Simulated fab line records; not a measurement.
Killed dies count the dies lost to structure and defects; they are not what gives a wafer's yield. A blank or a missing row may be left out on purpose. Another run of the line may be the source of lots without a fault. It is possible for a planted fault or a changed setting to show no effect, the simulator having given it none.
Problem report in the 8D (eight disciplines) form, filled by code :: flow n5Finfet :: the parts of the form that need people (team, actions taken, sign-off) are left out

1. THE ISSUE
A mean of 420.8 W is read at N5_FIN_SAQP_ETCH_34 for rfFwdPowerW, taken on 1 wafer of 1 lot, against 336.5 W (standard deviation 1) on wafers free of any fault. Measured from the usual mean, that is +84 standard deviations.
The step: etches SiO2 in C4F6/O2, target depth 45 nm, time 15 s.
First seen on wafer L718.6, day 4 08:26, on rieDiel-05. The record has a number at this step for 27 wafers belonging to 9 lots. Rule for "out", or "out of limits": more than 4 standard deviations from the usual mean. The other wafers with a number count as sound.

2. WHAT IT IS, WHAT IT ISN'T
question: which readings at this step
is: rfFwdPowerW, rfVppV
is not: C4F6_flow_sccm, drypumpMotorCurrentA, oesProductAu, showerheadPlenumPTorr, throttleValvePct

question: which lots
is: L718
is not: L709, L711, L721, L727, L728, L729, L730, L732

question: which wafers of those lots
is: L718.6
is not: L718.2, L718.4

question: read on which tools
is: rieDiel-05
is not: rieDiel-01, rieDiel-06

question: when
is: from day 4 08:26
is not: up to then (8 sound wafers); but 18 sound wafers of L721, L727, L728, L729, L730, L732 came after

3. THE SUSPECTS, EACH WITH WHAT RULES IT OUT
Counting: a tool at a process step up to the reading stays a suspect if it ran every lot that is out. Sound lots after the first of them don't rule it out here, since some wafers of a struck lot are sound.
- vaporEtch-02 at N5_FIN_SAQP_RECESS_63 (chemistry HF/NH3, target SiO2, target depth 18 nm, afs cycles 3, sublimation time 60 s): kept. It ran the lot that is out, L718 (day 4 06:55); its last sound lot up to then is L711 (day 2 13:15).
- rieDiel-05 at N5_FIN_SAQP_ETCH_69 (etches SOC in N2/H2, stops on SiNx, target depth 150 nm): kept. It ran the lot that is out, L718 (day 4 07:22); its last sound lot up to then is L711 (day 2 13:44).
- rieDiel-05 at N5_FIN_SAQP_ETCH_34 (etches SiO2 in C4F6/O2, target depth 45 nm, time 15 s): kept. It ran the lot that is out, L718 (day 4 08:26); its last sound lot up to then is L709 (day 2 02:12). Its own rfFwdPowerW, rfVppV readings are out on those wafers.
- At N5_FIN_SAQP_ETCH_69, inside rieDiel-05: chamber 2 took the wafers that are out, while their sound lot-mates went through chambers 1, 3.
- At N5_FIN_SAQP_ETCH_34, inside rieDiel-05: chamber 3 took the wafers that are out, while their sound lot-mates went through chambers 0, 2.
vaporEtch-02 at N5_FIN_SAQP_RECESS_63, rieDiel-05 at N5_FIN_SAQP_ETCH_69 and rieDiel-05 at N5_FIN_SAQP_ETCH_34 are what is left after counting.

4. THE CAUSE (what the simulator had put in)
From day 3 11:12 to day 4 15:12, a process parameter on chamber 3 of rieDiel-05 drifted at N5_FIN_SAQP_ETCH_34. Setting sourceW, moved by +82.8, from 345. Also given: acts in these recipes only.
Counting left 3 suspects, and this tool is among them.

5. THE EFFECT CHAIN, in route order
Each row: a reading whose mean over the struck wafers that have a number lies more than 3 standard deviations from the usual. Only readings for which the record gives a usual standard deviation are gone through. hours: the time from each lot's start at the first step in this table that gives one to its start at this step, as a median over the lots. sigmas: the change in usual standard deviations.
hours: 0
step: N5_FIN_SAQP_ETCH_34
reading: etchRfOnTimeS
usual: 15.1 s
on struck wafers: 14.0
change: -1.1
sigmas: -3.3

hours: 0
step: N5_FIN_SAQP_ETCH_34
reading: oes_f_703_au
usual: 0.77 a.u.
on struck wafers: 0.98
change: +0.21
sigmas: +3.2

hours: 0
step: N5_FIN_SAQP_ETCH_34
reading: rfFwdPowerW
usual: 336.5 W
on struck wafers: 420.8
change: +84.3
sigmas: +84

hours: 0
step: N5_FIN_SAQP_ETCH_34
reading: rfVppV
usual: 660 V
on struck wafers: 581
change: -79
sigmas: -7.9
Here are the process steps it includes:
- N5_FIN_SAQP_ETCH_34: etches SiO2 in C4F6/O2, target depth 45 nm, time 15 s.
Later measuring or inspecting steps at which every struck wafer that the step has a row for has a number for every such reading, and none has moved that far: N5_BEOL_M4_RC_MEAS_101.

6. WHAT WOULD HAVE CAUGHT IT SOONER
In this record the first reading out of limits was taken at day 4 08:26, 21 hours after the fault began at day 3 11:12.
